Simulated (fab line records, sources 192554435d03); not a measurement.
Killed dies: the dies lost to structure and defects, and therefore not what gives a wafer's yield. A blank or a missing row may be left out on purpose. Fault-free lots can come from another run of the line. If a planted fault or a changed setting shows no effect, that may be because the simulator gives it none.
A lot that was struck, set against a sound lot :: flow n5 finfet :: 37 steps out of a route of 1938
Sound: wafers L397.1, L397.3, L397.6. Struck: wafer L406.4 (L406.1, L406.6, from the same lot, were not struck and are left out); the cause is given at the end.
At each step with rows: each side's tool, then ch and its chambers, then its first start. Under that, the readings that differ: sound wafers :: struck wafers :: difference of the means :: sigmas: that difference in standard deviations of wafers without a fault.
alike: same words and numbers on both sides, and readings whose means sit less than 2 such deviations apart. not compared: any withheld reading, any reading some wafer has no value for, any bound like >300 that may hide the same value, and any number with overlapping values for which the record gives no deviation.
Wherever a step has rows on one side only, a row that says differs or no value, or a row with sigmas, the two part there. Non-overlapping numbers with no deviation appear without sigmas and do not part them. Lack of a reading on every wafer of one side parts them only where that side has two or more wafers.

first, 9 steps without rows for these wafers: N5_STI_FIN_REVEAL_STRIP_35 (strips Si3N4 in H3PO4, target depth 4 nm, time 39 s); N5_STI_FIN_REVEAL_SRD_21 (time 30 s); N5_STI_FIN_REVEAL_OXIDATION_33 (chemistry O2 PLASMA REMOTE, time 20 s); N5_STI_FIN_REVEAL_CLEAN_19 (cleans in O3/DIW, time 120 s); N5_STI_FIN_REVEAL_SRD_23 (time 30 s); N5_STI_FIN_REVEAL_PRECLEAN_18 (cleans in SC2, time 45 s); N5_STI_FIN_REVEAL_SRD_28 (time 30 s); N5_DUMMY_GATE_PRECLEAN_00 (cleans in O3/DIW, time 60 s); N5_DUMMY_GATE_SRD_01 (time 30 s).
N5_DUMMY_GATE_ALD_02: deposits SiO2, target thk 2 nm, pulse time 1 s.
  sound on ald sin-03 ch 0,2, day 4 00:07; struck on ald sin-03 ch 2, day 6 11:23
reading: model.SiO2_of_DUMMY_GATE_ALD_02.thk nm (nm)
sound: 2 2 2
struck: 2.8
difference: +0.8
sigmas: 
  alike: heater power w, precursor pulse height rel, susceptor temp C
then, 24 steps without rows for these wafers: N5_DUMMY_GATE_CVD_03 (deposits a-Si from SiH4, target thk 150 nm, time 8042 s); N5_DUMMY_GATE_PRECLEAN_46 (cleans in DIW, time 89.5 s); N5_DUMMY_GATE_SRD_47 (dry time 32 s); N5_DUMMY_GATE_CMP_04 (polishes a-Si); N5_DUMMY_GATE_HM_DEP_06 (deposits SiNx from DCS/NH3, target thk 80 nm, time 5141 s); N5_DUMMY_GATE_PECVD_30 (deposits SiO2 from TEOS/O2, target thk 55 nm, time 10.8 s); N5_DUMMY_GATE_COAT_34 (time 60 s, resist thk 60 nm); N5_DUMMY_GATE_COAT_35 (time 60 s, resist thk 10 nm); N5_DUMMY_GATE_COAT_28 (time 60 s, resist thk 10 nm); N5_DUMMY_GATE_COAT_09 (resist thk 30 nm); N5_DUMMY_GATE_EBR_11; N5_DUMMY_GATE_SOFTBAKE_10 (time 60 s); N5_DUMMY_GATE_EXPOSE_12 (exposes mask GATE, target cd 25 nm); N5_DUMMY_GATE_PEB_13 (peb time 60 s); N5_DUMMY_GATE_DEVELOP_14 (develop time 30 s); N5_DUMMY_GATE_DESCUM_20 (chemistry O2, time 6.2 s); N5_DUMMY_GATE_ETCH_29 (etches underlayer in N2/H2, target depth 13 nm); N5_DUMMY_GATE_ETCH_36 (etches SiARC in CF4, target depth 13 nm); N5_DUMMY_GATE_ETCH_37 (etches SOC in N2/H2, target depth 60 nm, overetch 30 nm); N5_DUMMY_GATE_STRIP_38 (strips in N2/H2); N5_DUMMY_GATE_STRIP_39 (strips in N2/H2); N5_DUMMY_GATE_TRIM_49 (chemistry O2, time 29 s, target cd 14 nm); N5_DUMMY_GATE_STRIP_40 (strips in CF4); N5_DUMMY_GATE_ETCH_31 (etches SiO2 in C4F6/O2, target depth 82.5 nm, time 27.5 s).
N5_DUMMY_GATE_ETCH_44: etches poly-Si in HBr/O2, stops on SiO2, target depth 127.5 nm.
  sound on rie si-06 ch 1,2, day 4 10:56; struck on rie si-06 ch 2, day 6 23:31
reading: model.SiO2_of_DUMMY_GATE_ALD_02.thk nm (nm)
sound: 2 2 2
struck: 2.8
difference: +0.8
sigmas: 
  alike: HBr_flow_sccm, drypump motor current A, he backside leak sccm, oes product au, throttle valve pct
  not compared: rf hours counter h
-- here the record skips 7 days between the struck wafers' starts before and after, leaving off in module DUMMY_GATE and picking up in module BEOL_M4 (first step shown: number 1111 of the route) --
N5_BEOL_M4_RC_MEAS_101:
  sound on prober-02 ch 0, day 12 00:41; struck on prober-02 ch 0, day 13 21:53
reading: DIBL_N (mV/V)
sound: 35.4 34.7 34.9
struck: 45.4
difference: +10.4
sigmas: +6

reading: DIBL_P (mV/V)
sound: 36.1 35.4 34.5
struck: 46.2
difference: +10.9
sigmas: +6

reading: EOT_N
sound: 10.64 10.28 10.34
struck: 13.64
difference: +3.22
sigmas: +27

reading: EOT_P
sound: 10.43 10.33 10.35
struck: 13.56
difference: +3.19
sigmas: +32

reading: IGATE_N (nA/um)
sound: 0.0113 0.0155 0.0146
struck: 0.0003
difference: -0.0135
sigmas: -6

reading: IGATE_P (nA/um)
sound: 0.0034 0.0047 0.0044
struck: 0.0001
difference: -0.0041
sigmas: -6

reading: IOFF_N (nA/um)
sound: 0.153 0.131 0.126
struck: 0.359
difference: +0.222
sigmas: +8

reading: IOFF_N_85C (nA/um)
sound: 3.0 2.6 2.5
struck: 6.2
difference: +3.5
sigmas: +8

reading: IOFF_N_LIN (nA/um)
sound: 0.073 0.064 0.060
struck: 0.160
difference: +0.094
sigmas: +9

reading: IOFF_P (nA/um)
sound: 0.20 0.18 0.17
struck: 0.51
difference: +0.33
sigmas: +9

reading: IOFF_P_85C (nA/um)
sound: 3.5 3.2 3.0
struck: 7.7
difference: +4.5
sigmas: +8

reading: IOFF_P_LIN (nA/um)
sound: 0.097 0.091 0.087
struck: 0.230
difference: +0.138
sigmas: +10

reading: ION_N (uA/um)
sound: 687 674 667
struck: 641
difference: -35
sigmas: -3

reading: SS_N (mV/dec)
sound: 71.2 71.7 71.0
struck: 73.2
difference: +1.9
sigmas: +3

reading: SS_P (mV/dec)
sound: 72.3 72.9 72.5
struck: 75.3
difference: +2.7
sigmas: +5

reading: VT_N (mV)
sound: 248.5 253.1 253.9
struck: 238.0
difference: -13.8
sigmas: -5

reading: VT_N_LVT (mV)
sound: 100.0 102.3 103.8
struck: 88.9
difference: -13.1
sigmas: -5

reading: VT_P (mV)
sound: -250 -253 -257
struck: -236
difference: +17
sigmas: +5

reading: VT_P_LVT (mV)
sound: -100 -102 -102
struck: -86
difference: +15
sigmas: +5
  alike: ION_P
-- the record jumps here: 4 days lie between the struck wafers' starts before and after (it left off in module BEOL_M4 and takes up again in module PASSIVATION, whose first step shown is number 1936 of the route) --
N5_PASSIVATION_PROBE_49:
  sound on prober-02 at day 16 11:46; struck on prober-01 at day 18 09:30
reading: killed_at_M0_to_M3
sound: 47 37 38
struck: 64
difference: +23
sigmas: +2

reading: sort_bin_4_leakage (%)
sound: 0 0 0
struck: 7.54
difference: +7.54
sigmas: +99 or more

reading: sort_bin_8_speed (%)
sound: 0 0 0
struck: 0.42
difference: +0.42
sigmas: +60

reading: sort n pass
sound: 1059 1067 1062
struck: 960
difference: -103
sigmas: -6

reading: sort yield pct (%)
sound: 89.7 90.4 90.0
struck: 81.4
difference: -8.6
sigmas: -6
  alike: defect limited yield, killed_at_M4_up, killed at contacts, killed at front end, killed at other, killed dies, killed open, killed short, sort_bin_5_function, sort_bin_6_memory

== WHERE THEY PART ==
Last at N5_PASSIVATION_PROBE_49 as far as this record goes, first at N5_BEOL_M4_RC_MEAS_101.

WHY: what the simulator had put in
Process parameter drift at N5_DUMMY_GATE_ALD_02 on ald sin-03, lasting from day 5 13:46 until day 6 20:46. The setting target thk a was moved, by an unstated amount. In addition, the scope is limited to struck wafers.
